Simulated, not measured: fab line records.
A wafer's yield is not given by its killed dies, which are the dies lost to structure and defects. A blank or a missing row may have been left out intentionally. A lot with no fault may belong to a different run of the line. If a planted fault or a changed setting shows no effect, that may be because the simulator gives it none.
The tool behind it: which one? ; flow n5-finfet ; 10 lots with 26 wafers sampled at 5 steps, on a route of 1938 steps

== WHAT EACH GAUGE READ, for each wafer ==
N5_BEOL_M4_RC_MEAS_101.
lot;measured;on;DIBL_N (mV/V);DIBL_P (mV/V);IOFF_N (nA/um);IOFF_P (nA/um);ION_N (uA/um);ION_P (uA/um);SS_N (mV/dec);SS_P (mV/dec);VT_N (mV);VT_P (mV)
L258;day 8 12:38;prober-02;34.2 31.6;33 31;0.13 0.10;0.19 0.15;673 662;461 464;70.8 70.7;72.6 71.8;251 255;-249 -252
L259;day 8 18:04;prober-02;37.3 37.2;39 38;0.19 0.18;0.21 0.20;691 680;466 457;72.6 72.3;73.9 73.5;248 251;-251 -256
L262;day 9 09:36;prober-02;35.9 34.6;37 35;0.16 0.13;0.24 0.20;684 676;478 471;72.1 71.6;73.5 73.7;250 252;-249 -249
L264;day 10 03:30;prober-01;33.9 39.9 42.3;34 41 44;0.13 0.23 0.33;0.19 0.32 0.39;668 698 712;462 479 481;70.8 72.1 73.3;72.4 74.7 75.4;252 244 240;-251 -244 -241
L265;day 10 03:44;prober-02;35.6 35.7 36.1;35 36 36;0.14 0.16 0.15;0.20 0.22 0.21;668 683 683;464 473 470;70.9 71.1 71.6;72.9 72.1 72.9;249 247 252;-250 -251 -248
L272;day 11 05:06;prober-01;30.9 30.3 31.9;30 31 32;0.10 0.09 0.10;0.16 0.19 0.19;663 652 657;456 472 464;70.4 69.6 70.5;71.9 71.8 71.8;257 254 255;-247 -246 -245
L275;day 12 23:45;prober-01;32.1 31.2;33 32;0.11 0.11;0.16 0.15;663 668;462 460;70.3 70.5;71.7 71.4;254 255;-254 -253
L278;day 13 04:11;prober-02;33.8 34.3 33.3;33 34 32;0.11 0.11 0.11;0.15 0.15 0.14;667 678 684;458 467 468;70.2 70.8 69.6;71.5 71.8 71.5;254 258 256;-256 -253 -257
L280;day 13 09:18;prober-02;30.2 31.0 31.3;29 30 30;0.08 0.09 0.09;0.11 0.11 0.12;665 646 648;457 447 442;70.0 70.0 69.9;72.5 72.4 72.0;259 257 259;-258 -257 -259
L281;day 14 06:27;prober-02;32.9 37.2 37.3;31 36 35;0.09 0.14 0.14;0.13 0.18 0.17;648 654 656;451 448 445;71.3 71.5 72.3;72.7 73.9 73.9;257 253 256;-261 -254 -256

N5_BEOL_M5_OCD_MEAS_38.
lot;measured;on;trench-depth-nm (nm)
L258;day 8 16:53;ocd-01;73.4 73.0
L259;day 8 23:07;ocd-02;70.5 70.5
L262;day 9 17:08;ocd-02;73.5 69.2
L264;day 10 08:35;ocd-01;70.0 70.7 71.8
L265;day 10 09:33;ocd-02;70.0 71.3 74.8
L272;day 11 12:15;ocd-02;8.7 59.5 68.1
L275;day 13 08:29;ocd-01;72.8 68.7
L278;day 13 11:39;ocd-01;72.4 68.9 69.3
L280;day 13 15:17;ocd-02;68.5 70.6 69.5
L281;day 14 10:56;ocd-02;73.4 68.2 73.0

== WHAT TOOL EACH LOT RAN ON (gives the tool, then ch and the chambers of the sampled wafers, and finally the start) ==
lot;N5_BEOL_M5_HM_DEP_02;N5_BEOL_M5_STRIP_64;N5_BEOL_M5_ETCH_68
L258;pvd-sputter-02, day 8 14:13;rie-diel-02 ch 0,2, day 8 15:04;rie-diel-02 ch 0, day 8 16:33
L259;pvd-sputter-03, day 8 21:00;rie-diel-01 ch 0,3, day 8 21:58;rie-diel-01 ch 0,1, day 8 22:46
L262;pvd-sputter-01, day 9 13:34;rie-diel-03 ch 2,3, day 9 14:17;rie-diel-03 ch 1,2, day 9 16:47
L264;pvd-sputter-02, day 10 05:10;rie-diel-03 ch 0,2,3, day 10 06:02;rie-diel-01 ch 0,2,3, day 10 08:14
L265;pvd-sputter-03, day 10 05:23;rie-diel-01 ch 0,3, day 10 06:19;rie-diel-03 ch 0,1,2, day 10 09:13
L272;pvd-sputter-02, day 11 09:11;rie-diel-01 ch 1,2, day 11 10:06;rie-diel-03 ch 2,3, day 11 11:55
L275;pvd-sputter-03, day 13 03:44;rie-diel-01 ch 1,3, day 13 04:46;rie-diel-02 ch 0,2, day 13 08:08
L278;pvd-sputter-03, day 13 08:05;rie-diel-01 ch 1,2,3, day 13 08:48;rie-diel-02 ch 0,1, day 13 11:19
L280;pvd-sputter-03, day 13 11:25;rie-diel-03 ch 0,2,3, day 13 12:16;rie-diel-01 ch 0,2, day 13 14:56
L281;pvd-sputter-03, day 14 08:25;rie-diel-03 ch 0,1,3, day 14 09:08;rie-diel-03 ch 1,3, day 14 10:36
- N5_BEOL_M5_HM_DEP_02: deposits TiN, target thk 20 nm.
- N5_BEOL_M5_STRIP_64: strips in CF4.
- N5_BEOL_M5_ETCH_68: etches SOC in N2/H2, target depth 80 nm, overetch 16 nm, time 120 s.

== AS READ BY THE TOOLS THEMSELVES (means over the sampled wafers that have a number; for cases with no such wafer, the mark the record gives instead) ==
N5_BEOL_M5_HM_DEP_02.
lot;tool;throttle-valve-pct (%)
L258;pvd-sputter-02;29.7
L259;pvd-sputter-03;30.2
L262;pvd-sputter-01;27.8
L264;pvd-sputter-02;29.6
L265;pvd-sputter-03;30.3
L272;pvd-sputter-02;29.6
L275;pvd-sputter-03;29.2
L278;pvd-sputter-03;29.3
L280;pvd-sputter-03;30.0
L281;pvd-sputter-03;29.5

N5_BEOL_M5_STRIP_64.
lot;tool;bias-power-w (W);drypump-motor-current-A (A);oes-product-au (a.u.);rf-vpp-V (V);showerhead-plenum-p-Torr (Torr);throttle-valve-pct (%)
L258;rie-diel-02;75.08;5.8;0.83;270.8;1.81;13.40
L259;rie-diel-01;75.09;6.2;0.72;270.9;1.74;13.73
L262;rie-diel-03;74.92;5.5;0.86;270.1;1.75;13.75
L264;rie-diel-03;75.16;5.5;0.80;270.8;1.79;13.87
L265;rie-diel-01;74.85;6.1;0.71;269.4;1.73;13.88
L272;rie-diel-01;74.77;5.6;0.73;270.5;1.76;13.68
L275;rie-diel-01;75.22;5.7;0.70;269.6;1.71;13.96
L278;rie-diel-01;75.05;5.8;0.71;269.9;1.75;13.84
L280;rie-diel-03;75.05;5.5;0.77;271.0;1.79;13.92
L281;rie-diel-03;75.07;5.2;0.77;271.1;1.79;13.88

N5_BEOL_M5_ETCH_68.
lot;tool;drypump-motor-current-A (A);oes-product-au (a.u.);rf-vpp-V (V);showerhead-plenum-p-Torr (Torr);throttle-valve-pct (%)
L258;rie-diel-02;5.6;0.72;525.8;2.62;17.5
L259;rie-diel-01;5.8;0.57;522.8;2.48;17.9
L262;rie-diel-03;5.5;0.62;521.2;2.50;18.1
L264;rie-diel-01;6.2;0.56;523.9;2.52;17.8
L265;rie-diel-03;5.5;0.60;523.2;2.55;18.2
L272;rie-diel-03;5.4;0.62;521.6;2.44;18.0
L275;rie-diel-02;5.8;0.61;524.1;2.56;17.7
L278;rie-diel-02;5.6;0.61;522.1;2.48;17.9
L280;rie-diel-01;6.3;0.54;524.9;2.54;17.6
L281;rie-diel-03;5.1;0.65;522.2;2.47;18.0

== THE ANSWER, worked out from the rows above alone ==
Rule: usual is defined by the lots themselves. The widest of any qualifying gaps counts: lots, ordered by their means at a reading, are off when they make up no more than a third of the lots, leave a main group of 4 or more, and stand apart from it by 3 or more times the standard deviation of that group's means. A main group whose means are all the same, to the digits that the tables above print for the reading, isn't used. A lot without any number at a reading at which 4 lots or more have one is off too. The other lots that the step has rows for count as sound. The gauges are gone through in route order, then the tools' own readings, and for those a lot's mean is taken as printed above. At the first step where some lot is off, the reading lying furthest off is the one used; lots without a number count as furthest.
Off at N5_BEOL_M5_OCD_MEAS_38 (trench-depth-nm): L272. Main group: mean 71.1 nm, sd 1.
If a tool, at a process step before that reading, ran all the lots that are off and no sound lot after the first of them, it fits. Gauges at N5_BEOL_M5_OCD_MEAS_38: tried the same way as those tools. One fits: pvd-sputter-02 at N5_BEOL_M5_HM_DEP_02. Its last sound lot is L264 (day 10 05:10), its first lot that is off L272 (day 11 09:11): a fault that began between those two fits.

== WHAT HAD BEEN PUT IN BY THE SIMULATOR ==
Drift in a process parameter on pvd-sputter-02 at N5_BEOL_M5_HM_DEP_02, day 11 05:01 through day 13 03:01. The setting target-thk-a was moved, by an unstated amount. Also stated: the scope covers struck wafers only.
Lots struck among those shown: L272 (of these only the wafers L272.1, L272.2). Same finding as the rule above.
